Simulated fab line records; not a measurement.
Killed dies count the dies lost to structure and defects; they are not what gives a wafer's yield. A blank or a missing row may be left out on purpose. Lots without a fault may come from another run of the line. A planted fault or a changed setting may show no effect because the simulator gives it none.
Which tool was responsible? || flow n5 finfet || 8 lots with 24 wafers sampled at 5 steps, on a route of 1938 steps

WHAT THE GAUGES READ, wafer by wafer
N5_BEOL_M4_RC_MEAS_101. Usual: DIBL_N 36.0 mV/V, standard deviation 2.2; DIBL_P 36.2 mV/V, standard deviation 2.4; IOFF_N 0.16 nA/um, standard deviation 0.035; IOFF_P 0.21 nA/um, standard deviation 0.037; ION_N 672 uA/um, standard deviation 13; ION_P 461 uA/um, standard deviation 7; SS_N 71.4 mV/dec, standard deviation 0.69; SS_P 73.2 mV/dec, standard deviation 0.75; VT_N 250 mV, standard deviation 3.4; VT_P -251 mV, standard deviation 3.
{"lot": "L578", "measured": "day 10 19:42", "on": "prober-02", "DIBL_N (mV/V)": "34.2 36.7 36.2", "DIBL_P (mV/V)": "33.5 37.9 36.5", "IOFF_N (nA/um)": "0.13 0.18 0.16", "IOFF_P (nA/um)": "0.18 0.24 0.22", "ION_N (uA/um)": "675 684 683", "ION_P (uA/um)": "465 471 460", "SS_N (mV/dec)": "70.3 71.8 70.8", "SS_P (mV/dec)": "72.5 73.6 73.1", "VT_N (mV)": "252 246 249", "VT_P (mV)": "-250 -246 -250", "flag": ""}
{"lot": "L576", "measured": "day 10 20:53", "on": "prober-02", "DIBL_N (mV/V)": "37.0 36.6 34.1", "DIBL_P (mV/V)": "39.5 38.0 35.2", "IOFF_N (nA/um)": "0.18 0.17 0.13", "IOFF_P (nA/um)": "0.26 0.23 0.19", "ION_N (uA/um)": "667 674 660", "ION_P (uA/um)": "465 460 463", "SS_N (mV/dec)": "72.0 71.6 71.6", "SS_P (mV/dec)": "74.1 74.1 72.9", "VT_N (mV)": "252 248 254", "VT_P (mV)": "-250 -251 -254", "flag": ""}
{"lot": "L579", "measured": "day 11 00:42", "on": "prober-01", "DIBL_N (mV/V)": "38.1 38.7 37.8", "DIBL_P (mV/V)": "37.4 40.3 39.1", "IOFF_N (nA/um)": "0.20 0.22 0.19", "IOFF_P (nA/um)": "0.21 0.26 0.23", "ION_N (uA/um)": "667 690 677", "ION_P (uA/um)": "455 466 459", "SS_N (mV/dec)": "72.1 71.9 71.7", "SS_P (mV/dec)": "73.1 74.4 73.5", "VT_N (mV)": "250 244 248", "VT_P (mV)": "-252 -246 -252", "flag": ""}
{"lot": "L588", "measured": "day 13 14:39", "on": "prober-01", "DIBL_N (mV/V)": "36.3 32.1 32.0", "DIBL_P (mV/V)": "34.9 30.5 30.6", "IOFF_N (nA/um)": "0.13 0.09 0.09", "IOFF_P (nA/um)": "0.19 0.14 0.14", "ION_N (uA/um)": "659 651 647", "ION_P (uA/um)": "452 450 452", "SS_N (mV/dec)": "71.5 69.7 69.8", "SS_P (mV/dec)": "73.4 72.0 71.9", "VT_N (mV)": "252 258 259", "VT_P (mV)": "-250 -256 -254", "flag": ""}
{"lot": "L589", "measured": "day 13 16:46", "on": "prober-01", "DIBL_N (mV/V)": "40.9 38.3 38.9", "DIBL_P (mV/V)": "41.1 37.2 38.2", "IOFF_N (nA/um)": "0.26 0.18 0.20", "IOFF_P (nA/um)": "0.30 0.23 0.24", "ION_N (uA/um)": "700 689 691", "ION_P (uA/um)": "476 466 462", "SS_N (mV/dec)": "72.6 71.8 71.8", "SS_P (mV/dec)": "75.2 73.6 74.7", "VT_N (mV)": "243 249 249", "VT_P (mV)": "-247 -251 -249", "flag": ""}
{"lot": "L591", "measured": "day 14 04:13", "on": "prober-01", "DIBL_N (mV/V)": "36.3 36.5 39.1", "DIBL_P (mV/V)": "35.8 36.5 39.1", "IOFF_N (nA/um)": "0.16 0.16 0.21", "IOFF_P (nA/um)": "0.18 0.19 0.23", "ION_N (uA/um)": "681 684 696", "ION_P (uA/um)": "460 460 462", "SS_N (mV/dec)": "71.5 71.9 71.9", "SS_P (mV/dec)": "72.7 73.1 73.3", "VT_N (mV)": "248 253 245", "VT_P (mV)": "-254 -252 -251", "flag": ""}
{"lot": "L590", "measured": "day 14 10:02", "on": "prober-02", "DIBL_N (mV/V)": "35.0 33.6 33.6", "DIBL_P (mV/V)": "35.2 33.7 34.3", "IOFF_N (nA/um)": "0.14 0.11 0.12", "IOFF_P (nA/um)": "0.18 0.16 0.16", "ION_N (uA/um)": "658 645 649", "ION_P (uA/um)": "455 447 451", "SS_N (mV/dec)": "70.9 70.1 70.0", "SS_P (mV/dec)": "72.9 71.8 71.6", "VT_N (mV)": "252 254 255", "VT_P (mV)": "-250 -254 -253", "flag": ""}
{"lot": "L593", "measured": "day 15 02:20", "on": "prober-02", "DIBL_N (mV/V)": "37.0 37.4 35.2", "DIBL_P (mV/V)": "38.6 39.4 37.4", "IOFF_N (nA/um)": "0.19 0.20 0.17", "IOFF_P (nA/um)": "0.23 0.23 0.21", "ION_N (uA/um)": "689 696 681", "ION_P (uA/um)": "460 470 468", "SS_N (mV/dec)": "71.7 72.3 71.6", "SS_P (mV/dec)": "74.1 73.4 73.8", "VT_N (mV)": "247 247 250", "VT_P (mV)": "-250 -251 -251", "flag": ""}

N5_BEOL_M12_INSPECT_30: inspects for defects (macro). Usual: raw defect count at 1.9, with a standard deviation of 1.3.
{"lot": "L578", "measured": "day 13 13:53", "on": "defect inspect-02", "raw defect count": "3 2 1", "flag": ""}
{"lot": "L576", "measured": "day 13 13:50", "on": "defect inspect-01", "raw defect count": "2 2 2", "flag": ""}
{"lot": "L579", "measured": "day 13 21:52", "on": "defect inspect-02", "raw defect count": "0 2 3", "flag": ""}
{"lot": "L588", "measured": "day 16 12:55", "on": "defect inspect-01", "raw defect count": "2 2 2", "flag": ""}
{"lot": "L589", "measured": "day 16 15:03", "on": "defect inspect-01", "raw defect count": "1 0 2", "flag": ""}
{"lot": "L591", "measured": "day 17 04:53", "on": "defect inspect-02", "raw defect count": "2 2 1", "flag": ""}
{"lot": "L590", "measured": "day 17 06:40", "on": "defect inspect-01", "raw defect count": "2 5 3", "flag": ""}
{"lot": "L593", "measured": "day 18 02:00", "on": "defect inspect-02", "raw defect count": "1 3 3", "flag": ""}

N5_BEOL_M12_OCD_MEAS_35. Usual: trench depth nm at 316 nm, with a standard deviation of 4.1.
{"lot": "L578", "measured": "day 13 14:37", "on": "ocd-01", "trench depth nm (nm)": "- - -", "flag": "OFF"}
{"lot": "L576", "measured": "day 13 14:36", "on": "ocd-02", "trench depth nm (nm)": "- - -", "flag": "OFF"}
{"lot": "L579", "measured": "day 13 22:25", "on": "ocd-02", "trench depth nm (nm)": "- - -", "flag": "OFF"}
{"lot": "L588", "measured": "day 16 13:28", "on": "ocd-01", "trench depth nm (nm)": "317 322 321", "flag": ""}
{"lot": "L589", "measured": "day 16 16:06", "on": "ocd-02", "trench depth nm (nm)": "315 316 313", "flag": ""}
{"lot": "L591", "measured": "day 17 05:51", "on": "ocd-01", "trench depth nm (nm)": "318 316 323", "flag": ""}
{"lot": "L590", "measured": "day 17 07:28", "on": "ocd-02", "trench depth nm (nm)": "318 313 318", "flag": ""}
{"lot": "L593", "measured": "day 18 03:01", "on": "ocd-02", "trench depth nm (nm)": "327 316 320", "flag": ""}

WHAT TOOL EACH LOT RAN ON (gives the tool, then ch and the chambers of the sampled wafers, and finally the start)
{"lot": "L578", "N5_BEOL_M12_DESCUM_33": "rie diel-03 ch 1,3, day 13 14:06", "N5_BEOL_M12_ETCH_67": "rie diel-03 ch 1,3, day 13 14:08"}
{"lot": "L576", "N5_BEOL_M12_DESCUM_33": "rie diel-04 ch 1,3, day 13 14:05", "N5_BEOL_M12_ETCH_67": "rie diel-04 ch 1,3, day 13 14:07"}
{"lot": "L579", "N5_BEOL_M12_DESCUM_33": "rie diel-06 ch 0,1,3, day 13 21:54", "N5_BEOL_M12_ETCH_67": "rie diel-06 ch 0,1,3, day 13 21:56"}
{"lot": "L588", "N5_BEOL_M12_DESCUM_33": "rie diel-04 ch 2,3, day 16 12:57", "N5_BEOL_M12_ETCH_67": "rie diel-04 ch 2,3, day 16 12:59"}
{"lot": "L589", "N5_BEOL_M12_DESCUM_33": "rie diel-06 ch 0,2, day 16 15:35", "N5_BEOL_M12_ETCH_67": "rie diel-06 ch 0,2, day 16 15:37"}
{"lot": "L591", "N5_BEOL_M12_DESCUM_33": "rie diel-04 ch 0,3, day 17 05:20", "N5_BEOL_M12_ETCH_67": "rie diel-04 ch 0,3, day 17 05:22"}
{"lot": "L590", "N5_BEOL_M12_DESCUM_33": "rie diel-06 ch 1,3, day 17 06:43", "N5_BEOL_M12_ETCH_67": "rie diel-06 ch 1,3, day 17 06:46"}
{"lot": "L593", "N5_BEOL_M12_DESCUM_33": "rie diel-04 ch 1,2,3, day 18 02:30", "N5_BEOL_M12_ETCH_67": "rie diel-04 ch 1,2,3, day 18 02:32"}
- N5_BEOL_M12_DESCUM_33: chemistry O2, time 7.9 s.
- N5_BEOL_M12_ETCH_67: etches SiARC in CF4, target depth 143 nm, time 238.3 s.

AS READ BY THE TOOLS THEMSELVES (means over the sampled wafers that have a number; for cases with no such wafer, the mark the record gives instead)
N5_BEOL_M12_DESCUM_33. Usual: drypump motor current A 5.6 A, standard deviation 0.52; oes product au 0.80 a.u., standard deviation 0.076; rf fwd power W 49.32 W, standard deviation 0.25; rf vpp V 243.2 V, standard deviation 1.5; showerhead plenum p Torr 2.09 Torr, standard deviation 0.078; throttle valve pct 20.38 %, standard deviation 0.21.
{"lot": "L578", "tool": "rie diel-03", "drypump motor current A (A)": 6.0, "oes product au (a.u.)": 0.76, "rf fwd power W (W)": 49.68, "rf vpp V (V)": 243.2, "showerhead plenum p Torr (Torr)": 2.05, "throttle valve pct (%)": 20.12, "flag": ""}
{"lot": "L576", "tool": "rie diel-04", "drypump motor current A (A)": 5.8, "oes product au (a.u.)": 0.68, "rf fwd power W (W)": 49.23, "rf vpp V (V)": 241.8, "showerhead plenum p Torr (Torr)": 2.04, "throttle valve pct (%)": 20.28, "flag": ""}
{"lot": "L579", "tool": "rie diel-06", "drypump motor current A (A)": 5.4, "oes product au (a.u.)": 0.85, "rf fwd power W (W)": 49.33, "rf vpp V (V)": 243.7, "showerhead plenum p Torr (Torr)": 2.18, "throttle valve pct (%)": 20.41, "flag": ""}
{"lot": "L588", "tool": "rie diel-04", "drypump motor current A (A)": 6.1, "oes product au (a.u.)": 0.92, "rf fwd power W (W)": 49.09, "rf vpp V (V)": 242.4, "showerhead plenum p Torr (Torr)": 2.05, "throttle valve pct (%)": 20.14, "flag": ""}
{"lot": "L589", "tool": "rie diel-06", "drypump motor current A (A)": 5.3, "oes product au (a.u.)": 0.82, "rf fwd power W (W)": 49.14, "rf vpp V (V)": 243.7, "showerhead plenum p Torr (Torr)": 2.12, "throttle valve pct (%)": 20.40, "flag": ""}
{"lot": "L591", "tool": "rie diel-04", "drypump motor current A (A)": 5.5, "oes product au (a.u.)": 0.86, "rf fwd power W (W)": 49.08, "rf vpp V (V)": 242.0, "showerhead plenum p Torr (Torr)": 2.04, "throttle valve pct (%)": 20.20, "flag": ""}
{"lot": "L590", "tool": "rie diel-06", "drypump motor current A (A)": 5.3, "oes product au (a.u.)": 0.82, "rf fwd power W (W)": 49.45, "rf vpp V (V)": 244.8, "showerhead plenum p Torr (Torr)": 2.19, "throttle valve pct (%)": 20.54, "flag": ""}
{"lot": "L593", "tool": "rie diel-04", "drypump motor current A (A)": 6.1, "oes product au (a.u.)": 0.90, "rf fwd power W (W)": 49.47, "rf vpp V (V)": 243.2, "showerhead plenum p Torr (Torr)": 2.10, "throttle valve pct (%)": 20.07, "flag": ""}

N5_BEOL_M12_ETCH_67. Usual: bias w 36.01 W, standard deviation 0.11; cf4 flow sccm 100.03 sccm, standard deviation 0.26; drypump motor current A 5.6 A, standard deviation 0.52; etch rf on time s 238 s, standard deviation 4.7; oes product au 0.69 a.u., standard deviation 0.066; rf fwd power W 543.0 W, standard deviation 1.9; rf vpp V 184.0 V, standard deviation 1.2; showerhead plenum p Torr 2.14 Torr, standard deviation 0.082; throttle valve pct 15.60 %, standard deviation 0.19.
{"lot": "L578", "tool": "rie diel-03", "bias w (W)": "-", "cf4 flow sccm (sccm)": "-", "drypump motor current A (A)": "-", "etch rf on time s (s)": "-", "oes product au (a.u.)": "-", "rf fwd power W (W)": "-", "rf vpp V (V)": "-", "showerhead plenum p Torr (Torr)": "-", "throttle valve pct (%)": "-", "flag": "OFF"}
{"lot": "L576", "tool": "rie diel-04", "bias w (W)": "-", "cf4 flow sccm (sccm)": "-", "drypump motor current A (A)": "-", "etch rf on time s (s)": "-", "oes product au (a.u.)": "-", "rf fwd power W (W)": "-", "rf vpp V (V)": "-", "showerhead plenum p Torr (Torr)": "-", "throttle valve pct (%)": "-", "flag": "OFF"}
{"lot": "L579", "tool": "rie diel-06", "bias w (W)": "-", "cf4 flow sccm (sccm)": "-", "drypump motor current A (A)": "-", "etch rf on time s (s)": "-", "oes product au (a.u.)": "-", "rf fwd power W (W)": "-", "rf vpp V (V)": "-", "showerhead plenum p Torr (Torr)": "-", "throttle valve pct (%)": "-", "flag": "OFF"}
{"lot": "L588", "tool": "rie diel-04", "bias w (W)": 36.03, "cf4 flow sccm (sccm)": 100.05, "drypump motor current A (A)": 6.1, "etch rf on time s (s)": 239, "oes product au (a.u.)": 0.79, "rf fwd power W (W)": 542.5, "rf vpp V (V)": 183.1, "showerhead plenum p Torr (Torr)": 2.11, "throttle valve pct (%)": 15.36, "flag": ""}
{"lot": "L589", "tool": "rie diel-06", "bias w (W)": 36.03, "cf4 flow sccm (sccm)": 100.39, "drypump motor current A (A)": 5.3, "etch rf on time s (s)": 236, "oes product au (a.u.)": 0.71, "rf fwd power W (W)": 543.3, "rf vpp V (V)": 183.8, "showerhead plenum p Torr (Torr)": 2.16, "throttle valve pct (%)": 15.55, "flag": ""}
{"lot": "L591", "tool": "rie diel-04", "bias w (W)": 35.85, "cf4 flow sccm (sccm)": 100.09, "drypump motor current A (A)": 5.5, "etch rf on time s (s)": 238, "oes product au (a.u.)": 0.73, "rf fwd power W (W)": 541.9, "rf vpp V (V)": 183.6, "showerhead plenum p Torr (Torr)": 2.09, "throttle valve pct (%)": 15.40, "flag": ""}
{"lot": "L590", "tool": "rie diel-06", "bias w (W)": 36.16, "cf4 flow sccm (sccm)": 100.12, "drypump motor current A (A)": 5.2, "etch rf on time s (s)": 233, "oes product au (a.u.)": 0.71, "rf fwd power W (W)": 544.1, "rf vpp V (V)": 184.6, "showerhead plenum p Torr (Torr)": 2.25, "throttle valve pct (%)": 15.81, "flag": ""}
{"lot": "L593", "tool": "rie diel-04", "bias w (W)": 36.08, "cf4 flow sccm (sccm)": 100.02, "drypump motor current A (A)": 6.1, "etch rf on time s (s)": 238, "oes product au (a.u.)": 0.78, "rf fwd power W (W)": 544.8, "rf vpp V (V)": 184.5, "showerhead plenum p Torr (Torr)": 2.16, "throttle valve pct (%)": 15.31, "flag": ""}

THE ANSWER, worked out from the rows above alone
Rule: a lot is off if the mean of its wafers that have a number lies more than 3 standard deviations from the usual mean. Also off: a lot with no number at a reading for which 4 or more lots have one. Any other lot the step has rows for is counted as sound. First the gauges in route order, then the tools' own readings, where a lot's mean is used as printed above. At the first step where some lot is off, the reading lying furthest off is the one used; lots without a number count as furthest.
Off: L578, L576, L579, at N5_BEOL_M12_OCD_MEAS_35 (trench depth nm). Without a number there: L578, L576, L579.
If a tool, at a process step before that reading, ran all the lots that are off and no sound lot after the first of them, it fits. Not tried: the gauges at N5_BEOL_M12_OCD_MEAS_35; whatever is off there is also off at N5_BEOL_M12_ETCH_67, on other tools, and gauge error can't account for it. Of those tried, none fits.

WHAT THE SIMULATOR HAD INSERTED
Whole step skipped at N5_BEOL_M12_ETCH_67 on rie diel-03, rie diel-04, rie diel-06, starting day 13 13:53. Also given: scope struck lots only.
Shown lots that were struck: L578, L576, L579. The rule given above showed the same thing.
